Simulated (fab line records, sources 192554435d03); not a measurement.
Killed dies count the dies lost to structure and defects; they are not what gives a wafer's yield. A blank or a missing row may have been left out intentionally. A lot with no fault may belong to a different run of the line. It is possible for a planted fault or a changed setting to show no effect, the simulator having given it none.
fab line records | flow n5-finfet
record: lots: 5 | wafers: 15 | last-day: 16
route steps=1938 shown BEOL_M0_SAQP@688
lots that met no fault: taken from a fault-free run of the same line
start-h: hours from the record's opening day to when the first of the lot's shown wafers began | wait-h: hours since the lot's step before | " as in the row above | L1.1+2: a single row standing in for several wafers | - no value present, or no start provided | * or withheld: withheld | < > ~ a bound
route shown NAME@n: names a module that has steps shown in the file, with the first one's number in the route | usual: the fault-free wafers' mean and standard deviation | same: alike in all rows | chamber/n: place in a boat | sites: the reading at each site | _std_site: standard deviation of those values | _edge_site: outer sites' mean less inner sites' | radius-mm: for every site, how far away it sits from the centre of the wafer | mask NAME#n: copy n | behind: the tool/chamber that last shaped the wafer | hold: what put the lot on hold/how long, in hours/how the hold closed | device: the n, p or np transistor that did not switch | end of line: the tests these same wafers got at the end of their route | where a step has no rows: the recipe by itself | killed: the dies lost at the first sort to structure and to defects; this is not the yield of the wafer | map: per-die view of a wafer (x killed, . not killed, _ where there is no die)
set.NAME: the setting as run; set.NAME@STEP: as run at that earlier step | model.NAME: the simulator's own value behind a step, which no gauge read
certain route steps with their lots: each step a table, each wafer a row
services: a tool's chamber out of use, with start hour (start-h, from the record's first day; less than 0 if before it), hours out, and reason
== steps ==
step: N5_BEOL_M0_SAQP_DEVELOP_39
recipe: develop-time-s: 30 | developer: TMAH | resist: CAR-EUV | rinse-liquid: surfactant-rinse | dry: air-spin | dev-temp-c: 23
lot.wafer  | tool           | chamber | start-h | wait-h
L078.1+3+4 | litho-track-04 | 0       | -       | -
L080.1+3+4 | litho-track-02 | 0       | -       | -
L085.3+4+5 | litho-track-04 | 0       | -       | -
L087.1+2+6 | litho-track-04 | 0       | -       | -
L090.1+2+6 | litho-track-04 | 0       | -       | -
step: N5_BEOL_M0_SAQP_CD_MEAS_40
recipe: target-cd-nm: 30 | landing-energy-ev: 500 | detector: se-inlens
usual: cd-nm: 30.01/0.26
lot.wafer | tool      | chamber | start-h | wait-h | cd-nm
L078.1    | cd-sem-01 | 0       | 136.30  | -      | 29.59
L078.3    | "         | 0       | "       | "      | 30.22
L078.4    | "         | 0       | "       | "      | 30.21
L080.1    | cd-sem-02 | 0       | 154.92  | -      | 30.01
L080.3    | "         | 0       | "       | "      | 29.34
L080.4    | "         | 0       | "       | "      | 29.91
L085.3    | cd-sem-02 | 0       | 177.81  | -      | 30.43
L085.4    | "         | 0       | "       | "      | 29.73
L085.5    | "         | 0       | "       | "      | 29.33
L087.1    | cd-sem-01 | 0       | 186.38  | -      | 30.14
L087.2    | "         | 0       | "       | "      | 30.12
L087.6    | "         | 0       | "       | "      | 30.02
L090.1    | cd-sem-02 | 0       | 217.91  | -      | 30.10
L090.2    | "         | 0       | "       | "      | 29.75
L090.6    | "         | 0       | "       | "      | 29.93
step: N5_BEOL_M0_SAQP_OVL_MEAS_41
recipe: points-per-wafer: 522
usual: M0_CUT1_OVL: 0.6/0.7
lot.wafer | tool       | chamber | start-h | wait-h | M0_CUT1_OVL[nm]
L078.1    | overlay-01 | 0       | 136.33  | 0.0    | -0.6
L078.3    | "          | 0       | "       | "      | 1.0
L078.4    | "          | 0       | "       | "      | 1.1
L080.1    | overlay-01 | 0       | 154.95  | 0.0    | 0.9
L080.3    | "          | 0       | "       | "      | 0.5
L080.4    | "          | 0       | "       | "      | 0.4
L085.3    | overlay-02 | 0       | 177.85  | 0.0    | 0.0
L085.4    | "          | 0       | "       | "      | 0.2
L085.5    | "          | 0       | "       | "      | -0.4
L087.1    | overlay-02 | 0       | 186.42  | 0.0    | 0.3
L087.2    | "          | 0       | "       | "      | 0.4
L087.6    | "          | 0       | "       | "      | 1.2
L090.1    | overlay-02 | 0       | 217.94  | 0.0    | -0.3
L090.2    | "          | 0       | "       | "      | 0.9
L090.6    | "          | 0       | "       | "      | 0.2
step: N5_BEOL_M0_SAQP_INSPECT_42
recipe: mode: adi | inspect-instrument: brightfield
usual: raw-defect-count: 256/70
lot.wafer | tool              | chamber | start-h | wait-h | raw-defect-count
L078.1    | defect-inspect-01 | -       | 136.39  | 0.1    | 261
L078.3    | "                 | -       | "       | "      | 294
L078.4    | "                 | -       | "       | "      | 258
L080.1    | defect-inspect-01 | -       | 155.01  | 0.1    | 508
L080.3    | "                 | -       | "       | "      | 429
L080.4    | "                 | -       | "       | "      | 415
L085.3    | defect-inspect-01 | -       | 177.90  | 0.0    | 225
L085.4    | "                 | -       | "       | "      | 203
L085.5    | "                 | -       | "       | "      | 309
L087.1    | defect-inspect-01 | -       | 186.48  | 0.1    | 274
L087.2    | "                 | -       | "       | "      | 240
L087.6    | "                 | -       | "       | "      | 247
L090.1    | defect-inspect-01 | -       | 218.00  | 0.1    | 159
L090.2    | "                 | -       | "       | "      | 214
L090.6    | "                 | -       | "       | "      | 261
step: N5_BEOL_M0_SAQP_DESCUM_45
recipe: chemistry: O2 | time-s: 7 | source-power-w: 50 | bias-power-w: 20 | pressure-mtorr: 20 | rf-frequency-hz: 2.712e+07 | temp-c: 40 | resist: CAR-EUV | o2-flow-sccm: 225
usual: bias-power-w: 19.99/0.063 | drypump-motor-current-A: 5.60/0.29 | oes-product-au: 0.75/0.08 | rf-vpp-V: 243.1/1.2 | showerhead-plenum-p-Torr: 2.11/0.06 | throttle-valve-pct: 20.42/0.19
same: time-s: 7
lot.wafer | tool        | chamber | start-h | wait-h | bias-power-w | drypump-motor-current-A | oes-product-au | rf-hours-counter-h | rf-vpp-V | showerhead-plenum-p-Torr | throttle-valve-pct
L078.1    | rie-diel-01 | 3       | 136.42  | 0.0    | 20.06        | 5.65                    | 0.74           | 130                | 241.8    | 2.01                     | 20.28
L078.3    | "           | 0       | "       | "      | 19.92        | 5.31                    | 0.84           | 51                 | 243.4    | 2.12                     | 20.35
L078.4    | "           | 1       | "       | "      | 20.06        | 5.56                    | 0.74           | 163                | 242.9    | 2.09                     | 20.38
L080.1    | rie-diel-05 | 3       | 155.63  | 0.6    | 20.00        | 5.60                    | 0.69           | 210                | 243.7    | 2.08                     | 20.55
L080.3    | "           | 1       | "       | "      | 19.90        | 5.22                    | 0.77           | 138                | 243.4    | 2.11                     | 20.22
L080.4    | "           | 0       | "       | "      | 19.93        | 5.38                    | 0.92           | 17                 | 244.1    | 2.24                     | 20.39
L085.3    | rie-diel-04 | 2       | 177.93  | 0.0    | 20.07        | 6.21                    | 0.89           | 23                 | 243.4    | 2.06                     | 19.93
L085.4    | "           | 0       | "       | "      | 19.98        | 5.65                    | 0.70           | 244                | 243.5    | 2.15                     | 20.54
L085.5    | "           | 0       | "       | "      | 20.07        | 5.66                    | 0.71           | -                  | 243.5    | 2.15                     | 20.55
L087.1    | rie-diel-04 | 0       | 186.52  | 0.0    | 20.06        | 5.64                    | 0.70           | 247                | 244.1    | 2.15                     | 20.58
L087.2    | "           | 2       | "       | "      | 19.89        | 6.19                    | 0.89           | 27                 | 242.4    | 2.06                     | 19.93
L087.6    | "           | 1       | "       | "      | 20.02        | 6.27                    | 0.68           | -                  | 242.7    | 2.15                     | 20.61
L090.1    | rie-diel-05 | 0       | 218.06  | 0.1    | 20.03        | 5.37                    | 0.89           | 34                 | 245.3    | 2.23                     | 20.40
L090.2    | "           | 3       | "       | "      | 19.98        | 5.64                    | 0.67           | 222                | 243.6    | 2.08                     | 20.56
L090.6    | "           | 3       | "       | "      | 20.00        | 5.63                    | 0.68           | -                  | 243.4    | 2.08                     | 20.57
step: N5_BEOL_M0_SAQP_ETCH_88
recipe: chemistry: N2/H2 | target: underlayer | target-depth-a: 65 | time-s: 5.2 | ion-energy-ev: 200 | mask-material: CAR-EUV | pressure-mtorr: 30 | source-w: 840 | bias-w: 150 | n2-flow-sccm: 200 | h2-flow-sccm: 200 | ends: cleared
usual: drypump-motor-current-A: 5.60/0.29 | etch-rf-on-time-s: 5.26/0.14 | oes-product-au: 0.64/0.071 | rf-vpp-V: 524.1/2.3 | showerhead-plenum-p-Torr: 2.55/0.073 | throttle-valve-pct: 17.81/0.2
lot.wafer | tool        | chamber | start-h | wait-h | drypump-motor-current-A | etch-rf-on-time-s | oes-product-au | rf-hours-counter-h | rf-vpp-V | showerhead-plenum-p-Torr | throttle-valve-pct
L078.1    | rie-diel-01 | 3       | 136.46  | 0.0    | 5.66                    | 5.28              | 0.64           | 130                | 521.1    | 2.45                     | 17.73
L078.3    | "           | 0       | "       | "      | 5.32                    | 5.12              | 0.73           | 51                 | 523.6    | 2.57                     | 17.67
L078.4    | "           | 1       | "       | "      | 5.51                    | 5.23              | 0.64           | 163                | 523.2    | 2.54                     | 17.79
L080.1    | rie-diel-05 | 3       | 155.66  | 0.0    | 5.62                    | 5.54              | 0.57           | 210                | 521.8    | 2.52                     | 17.85
L080.3    | "           | 1       | "       | "      | 5.21                    | 5.22              | 0.64           | 138                | 524.3    | 2.55                     | 17.62
L080.4    | "           | 0       | "       | "      | 5.39                    | 5.24              | 0.77           | 17                 | 528.7    | 2.71                     | 17.67
L085.3    | rie-diel-04 | 2       | 177.97  | 0.0    | 6.21                    | 4.98              | 0.78           | 23                 | 523.5    | 2.49                     | 17.36
L085.4    | "           | 0       | "       | "      | 5.63                    | 5.21              | 0.60           | 244                | 525.3    | 2.63                     | 18.06
L085.5    | "           | 0       | "       | "      | 5.65                    | 5.27              | 0.60           | -                  | 525.2    | 2.63                     | 18.07
L087.1    | rie-diel-04 | 0       | 186.55  | 0.0    | 5.61                    | 5.36              | 0.59           | 247                | 523.3    | 2.62                     | 18.08
L087.2    | "           | 2       | "       | "      | 6.21                    | 5.05              | 0.77           | 27                 | 522.6    | 2.49                     | 17.34
L087.6    | "           | 1       | "       | "      | 6.29                    | 5.16              | 0.59           | -                  | 525.2    | 2.60                     | 17.97
L090.1    | rie-diel-05 | 0       | 218.10  | 0.0    | 5.42                    | 5.24              | 0.76           | 34                 | 526.9    | 2.70                     | 17.70
L090.2    | "           | 3       | "       | "      | 5.61                    | 5.51              | 0.57           | 222                | 524.3    | 2.51                     | 17.88
L090.6    | "           | 3       | "       | "      | 5.61                    | 5.51              | 0.56           | -                  | 523.7    | 2.51                     | 17.88
step: N5_BEOL_M0_SAQP_ETCH_73
recipe: chemistry: CF4 | target: SiARC | target-depth-a: 195 | mask-material: CAR-EUV | time-s: 32.5 | ion-energy-ev: 80 | pressure-mtorr: 40 | source-w: 545 | bias-w: 36 | Ar_flow_sccm: 100 | cf4-flow-sccm: 100 | ends: cleared
usual: drypump-motor-current-A: 5.60/0.29 | etch-rf-on-time-s: 32.7/0.88 | oes-product-au: 0.65/0.073 | rf-vpp-V: 184.3/1.1 | showerhead-plenum-p-Torr: 2.15/0.064 | throttle-valve-pct: 15.60/0.23
lot.wafer | tool        | chamber | start-h | wait-h | drypump-motor-current-A | etch-rf-on-time-s | oes-product-au | rf-hours-counter-h | rf-vpp-V | showerhead-plenum-p-Torr | throttle-valve-pct
L078.1    | rie-diel-01 | 3       | 136.47  | 0.0    | 5.64                    | 32.9              | 0.63           | 130                | 182.2    | 2.05                     | 15.39
L078.3    | "           | 0       | "       | "      | 5.33                    | 31.6              | 0.73           | 51                 | 185.0    | 2.17                     | 15.51
L078.4    | "           | 1       | "       | "      | 5.52                    | 32.1              | 0.64           | 163                | 185.1    | 2.14                     | 15.59
L080.1    | rie-diel-05 | 3       | 155.68  | 0.0    | 5.60                    | 34.4              | 0.58           | 210                | 184.7    | 2.13                     | 15.74
L080.3    | "           | 1       | "       | "      | 5.21                    | 32.2              | 0.65           | 139                | 185.2    | 2.14                     | 15.33
L080.4    | "           | 0       | "       | "      | 5.38                    | 32.4              | 0.79           | 17                 | 185.9    | 2.29                     | 15.50
L085.3    | rie-diel-04 | 2       | 177.98  | 0.0    | 6.21                    | 31.3              | 0.77           | 23                 | 183.1    | 2.09                     | 14.98
L085.4    | "           | 0       | "       | "      | 5.62                    | 32.8              | 0.60           | 244                | 183.3    | 2.20                     | 15.81
L085.5    | "           | 0       | "       | "      | 5.65                    | 33.2              | 0.59           | -                  | 186.2    | 2.20                     | 15.80
L087.1    | rie-diel-04 | 0       | 186.57  | 0.0    | 5.66                    | 32.9              | 0.60           | 247                | 184.0    | 2.20                     | 15.81
L087.2    | "           | 2       | "       | "      | 6.20                    | 31.0              | 0.76           | 27                 | 181.8    | 2.08                     | 15.00
L087.6    | "           | 1       | "       | "      | 6.27                    | 32.3              | 0.59           | -                  | 184.6    | 2.20                     | 15.87
L090.1    | rie-diel-05 | 0       | 218.11  | 0.0    | 5.40                    | 32.2              | 0.76           | 34                 | 187.2    | 2.28                     | 15.52
L090.2    | "           | 3       | "       | "      | 5.61                    | 33.8              | 0.57           | 222                | 182.8    | 2.13                     | 15.78
L090.6    | "           | 3       | "       | "      | 5.62                    | 33.8              | 0.57           | -                  | 184.0    | 2.12                     | 15.77
step: N5_BEOL_M0_SAQP_CUT_ETCH_46
recipe: chemistry: N2/H2 | target: SOC | target-depth-a: 1350 | overetch-a: 270 | temp-c: 40 | time-s: 202.5 | ion-energy-ev: 200 | mask-material: SiARC | pressure-mtorr: 30 | source-w: 840 | bias-w: 150 | n2-flow-sccm: 200 | h2-flow-sccm: 200
usual: drypump-motor-current-A: 5.60/0.29 | rf-vpp-V: 524.2/2.1 | showerhead-plenum-p-Torr: 2.55/0.073 | throttle-valve-pct: 17.77/0.2
same: time-s: 202.5
lot.wafer | tool        | chamber | start-h | wait-h | drypump-motor-current-A | rf-hours-counter-h | rf-vpp-V | showerhead-plenum-p-Torr | throttle-valve-pct
L078.1    | rie-diel-01 | 3       | 136.51  | 0.0    | 5.67                    | 130                | 521.0    | 2.45                     | 17.68
L078.3    | "           | 0       | "       | "      | 5.31                    | 51                 | 527.2    | 2.57                     | 17.61
L078.4    | "           | 1       | "       | "      | 5.56                    | 164                | 524.0    | 2.54                     | 17.75
L080.1    | rie-diel-05 | 3       | 155.71  | 0.0    | 5.61                    | 210                | 522.4    | 2.52                     | 17.81
L080.3    | "           | 1       | "       | "      | 5.21                    | 139                | 525.1    | 2.55                     | 17.56
L080.4    | "           | 0       | "       | "      | 5.38                    | 17                 | 527.2    | 2.71                     | 17.64
L085.3    | rie-diel-04 | 2       | 178.02  | 0.0    | 6.22                    | 23                 | 522.4    | 2.50                     | 17.30
L085.4    | "           | 0       | "       | "      | 5.65                    | 244                | 525.2    | 2.63                     | 18.01
L085.5    | "           | 0       | "       | "      | 5.66                    | -                  | 524.6    | 2.63                     | 18.00
L087.1    | rie-diel-04 | 0       | 186.60  | 0.0    | 5.63                    | 247                | 524.2    | 2.62                     | 18.02
L087.2    | "           | 2       | "       | "      | 6.21                    | 27                 | 521.8    | 2.49                     | 17.31
L087.6    | "           | 1       | "       | "      | 6.29                    | -                  | 525.0    | 2.60                     | 17.93
L090.1    | rie-diel-05 | 0       | 218.14  | 0.0    | 5.37                    | 34                 | 527.8    | 2.70                     | 17.66
L090.2    | "           | 3       | "       | "      | 5.62                    | 222                | 523.1    | 2.51                     | 17.82
L090.6    | "           | 3       | "       | "      | 5.64                    | -                  | 523.9    | 2.51                     | 17.85
step: N5_BEOL_M0_SAQP_STRIP_74
recipe: chemistry: N2/H2 | temp-c: 40 | n2-flow-sccm: 200 | h2-flow-sccm: 200 | rf-frequency-hz: 6e+07
lot.wafer  | tool        | chamber | start-h | wait-h
L078.1+3+4 | rie-diel-01 | 3,0,1   | 136.66  | 0.1
L080.1+3+4 | rie-diel-05 | 3,1,0   | 155.87  | 0.1
L085.3+4+5 | rie-diel-04 | 2,0,0   | 178.17  | 0.1
L087.1+2+6 | rie-diel-04 | 0,2,1   | 186.76  | 0.1
L090.1+2+6 | rie-diel-05 | 0,3,3   | 218.30  | 0.1
step: N5_BEOL_M0_SAQP_STRIP_89
recipe: chemistry: N2/H2 | temp-c: 40 | n2-flow-sccm: 200 | h2-flow-sccm: 200 | rf-frequency-hz: 6e+07
lot.wafer  | tool        | chamber | start-h | wait-h
L078.1+3+4 | rie-diel-01 | 3,0,1   | 136.67  | 0.0
L080.1+3+4 | rie-diel-05 | 3,1,0   | 155.88  | 0.0
L085.3+4+5 | rie-diel-04 | 2,0,0   | 178.18  | 0.0
L087.1+2+6 | rie-diel-04 | 0,2,1   | 186.77  | 0.0
L090.1+2+6 | rie-diel-05 | 0,3,3   | 218.31  | 0.0
step: N5_BEOL_M0_SAQP_ALD_48
recipe: material: SiO2 | target-thk-a: 200 | temp-c: 100 | ald-precursor-family: BDEAS | ald-co-reactant: O2-plasma | pulse-time-s: 1 | co-reactant-pulse-time-s: 1 | purge-time-s: 2 | co-reactant-purge-time-s: 2 | ald-cycles: 139 | pressure-torr: 2
usual: heater-power-w: 80/9.4 | precursor-pulse-height-rel: 1.003/0.019
same: ald-cycles: 139 | co-reactant-pulse-time-s: 1
lot.wafer | tool       | chamber | start-h | wait-h | heater-power-w | precursor-pulse-height-rel
L078.1    | ald-sin-04 | 3       | 136.80  | 0.1    | 83             | 0.990
L078.3    | "          | 0       | "       | "      | 82             | 1.036
L078.4    | "          | 2       | "       | "      | 69             | 1.020
L080.1    | ald-sin-01 | 3       | 155.91  | 0.0    | 60             | 0.996
L080.3    | "          | 0       | "       | "      | 89             | 1.000
L080.4    | "          | 1       | "       | "      | 76             | 1.022
L085.3    | ald-sin-01 | 3       | 178.96  | 0.8    | 58             | 0.994
L085.4    | "          | 2       | "       | "      | 76             | 1.011
L085.5    | "          | 2       | "       | "      | 78             | 0.990
L087.1    | ald-sin-04 | 0       | 186.80  | 0.0    | 81             | 0.962
L087.2    | "          | 1       | "       | "      | 90             | 1.042
L087.6    | "          | 2       | "       | "      | 70             | 1.002
L090.1    | ald-sin-04 | 1       | 218.34  | 0.0    | 89             | 1.010
L090.2    | "          | 0       | "       | "      | 83             | 1.002
L090.6    | "          | 3       | "       | "      | 81             | 0.979
step: N5_BEOL_M0_SAQP_ETCH_49
recipe: chemistry: CF4/O2 | target-depth-a: 370 | target: SiO2 | pressure-mtorr: 40 | source-w: 535 | bias-w: 49 | Ar_flow_sccm: 100 | cf4-flow-sccm: 100 | O2_flow_sccm: 10 | ion-energy-ev: 100
usual: drypump-motor-current-A: 5.7/0.34 | oes_f_703_au: 0.77/0.091 | oes-product-au: 0.77/0.088 | rf-vpp-V: 240/5.1 | showerhead-plenum-p-Torr: 2.22/0.064 | throttle-valve-pct: 15.81/0.26
lot.wafer | tool        | chamber | start-h | wait-h | drypump-motor-current-A | oes_f_703_au | oes-product-au | rf-hours-counter-h | rf-vpp-V | showerhead-plenum-p-Torr | throttle-valve-pct
L078.1    | rie-diel-05 | 3       | 137.32  | 0.3    | 5.6                     | 0.67         | 0.69           | 204                | 239      | 2.19                     | 15.96
L078.3    | "           | 2       | "       | "      | 5.9                     | 0.72         | 0.73           | 203                | 234      | 2.19                     | 15.89
L078.4    | "           | 0       | "       | "      | 5.4                     | 0.94         | 0.94           | 11                 | 238      | 2.36                     | 15.71
L080.1    | rie-diel-05 | 1       | 156.44  | 0.3    | 5.2                     | 0.79         | 0.75           | 139                | 235      | 2.21                     | 15.59
L080.3    | "           | 2       | "       | "      | 5.8                     | 0.72         | 0.72           | 209                | 236      | 2.19                     | 15.90
L080.4    | "           | 0       | "       | "      | 5.4                     | 0.93         | 0.91           | 18                 | 237      | 2.36                     | 15.73
L085.3    | rie-diel-05 | 2       | 179.48  | 0.3    | 5.9                     | 0.72         | 0.72           | 212                | 235      | 2.18                     | 15.93
L085.4    | "           | 0       | "       | "      | 5.4                     | 0.92         | 0.91           | 21                 | 238      | 2.35                     | 15.76
L085.5    | "           | 2       | "       | "      | 5.9                     | 0.71         | 0.72           | -                  | 234      | 2.18                     | 15.91
L087.1    | rie-diel-04 | 1       | 187.33  | 0.3    | 6.3                     | 0.70         | 0.69           | 226                | 250      | 2.27                     | 16.11
L087.2    | "           | 0       | "       | "      | 5.6                     | 0.70         | 0.70           | 247                | 233      | 2.27                     | 16.06
L087.6    | "           | 0       | "       | "      | 5.7                     | 0.70         | 0.71           | -                  | 234      | 2.27                     | 16.04
L090.1    | rie-diel-01 | 1       | 218.87  | 0.3    | 5.5                     | 0.74         | 0.73           | 182                | 243      | 2.19                     | 15.87
L090.2    | "           | 2       | "       | "      | 5.4                     | 0.68         | 0.68           | 252                | 245      | 2.17                     | 16.35
L090.6    | "           | 1       | "       | "      | 5.5                     | 0.75         | 0.73           | -                  | 245      | 2.19                     | 15.86
step: N5_BEOL_M0_SAQP_STRIP_75
recipe: chemistry: CF4 | resist: SiARC | power-w: 300 | bias-power-w: 75 | pressure-mtorr: 50 | cf4-flow-sccm: 150 | rf-frequency-hz: 6e+07
usual: bias-power-w: 75.01/0.23 | drypump-motor-current-A: 5.7/0.34 | oes-product-au: 0.177/0.019 | rf-vpp-V: 271.4/1.2 | showerhead-plenum-p-Torr: 1.80/0.05 | throttle-valve-pct: 13.56/0.27
lot.wafer | tool        | chamber | start-h | wait-h | bias-power-w | drypump-motor-current-A | oes-product-au | rf-hours-counter-h | rf-vpp-V | showerhead-plenum-p-Torr | throttle-valve-pct
L078.1    | rie-diel-05 | 3       | 137.42  | 0.1    | 74.69        | 5.6                     | 0.160          | 204                | 272.0    | 1.78                     | 13.69
L078.3    | "           | 2       | "       | "      | 75.04        | 5.9                     | 0.165          | 203                | 271.3    | 1.77                     | 13.64
L078.4    | "           | 0       | "       | "      | 74.97        | 5.4                     | 0.220          | 11                 | 274.7    | 1.91                     | 13.38
L080.1    | rie-diel-05 | 1       | 156.54  | 0.1    | 75.00        | 5.2                     | 0.176          | 139                | 272.0    | 1.79                     | 13.34
L080.3    | "           | 2       | "       | "      | 75.03        | 5.9                     | 0.164          | 209                | 270.4    | 1.77                     | 13.66
L080.4    | "           | 0       | "       | "      | 75.40        | 5.4                     | 0.209          | 18                 | 273.7    | 1.91                     | 13.41
L085.3    | rie-diel-05 | 2       | 179.58  | 0.1    | 75.21        | 5.8                     | 0.164          | 212                | 270.5    | 1.77                     | 13.69
L085.4    | "           | 0       | "       | "      | 74.97        | 5.4                     | 0.203          | 21                 | 273.5    | 1.91                     | 13.42
L085.5    | "           | 2       | "       | "      | 75.05        | 5.8                     | 0.158          | -                  | 269.7    | 1.77                     | 13.66
L087.1    | rie-diel-04 | 1       | 187.43  | 0.1    | 74.88        | 6.3                     | 0.160          | 226                | 270.5    | 1.85                     | 13.89
L087.2    | "           | 0       | "       | "      | 74.50        | 5.6                     | 0.159          | 247                | 271.5    | 1.84                     | 13.79
L087.6    | "           | 0       | "       | "      | 74.86        | 5.6                     | 0.162          | -                  | 271.3    | 1.84                     | 13.80
L090.1    | rie-diel-01 | 1       | 218.97  | 0.1    | 75.14        | 5.5                     | 0.168          | 182                | 271.3    | 1.79                     | 13.67
L090.2    | "           | 2       | "       | "      | 75.13        | 5.4                     | 0.159          | 252                | 271.6    | 1.76                     | 14.06
L090.6    | "           | 1       | "       | "      | 75.25        | 5.5                     | 0.166          | -                  | 269.6    | 1.79                     | 13.67
== services ==
tool           | chamber | start-h | hours | kind
litho-track-04 | -       | 118.72  | -     | consumable-replace:filter
rie-diel-05    | 1       | 141.67  | 9.0   | repair
ald-sin-04     | 2       | 153.87  | 21.7  | repair
rie-diel-04    | 3       | 184.80  | -     | clean
rie-diel-04    | 3       | 184.80  | -     | consumable-replace:focus-ring
rie-diel-04    | 3       | 184.80  | 21.8  | scheduled-down
rie-diel-04    | 3       | 184.80  | 21.8  | vent-cycle
rie-diel-05    | 3       | 190.29  | 7.9   | repair
rie-diel-01    | 1       | 194.00  | 11.3  | repair
rie-diel-01    | 0       | 197.51  | 3.7   | repair
rie-diel-04    | 0       | 206.61  | -     | clean
rie-diel-04    | 0       | 206.61  | -     | consumable-replace:focus-ring
rie-diel-04    | 0       | 206.61  | 19.9  | scheduled-down
rie-diel-04    | 0       | 206.61  | 19.9  | vent-cycle
== key ==
fault none
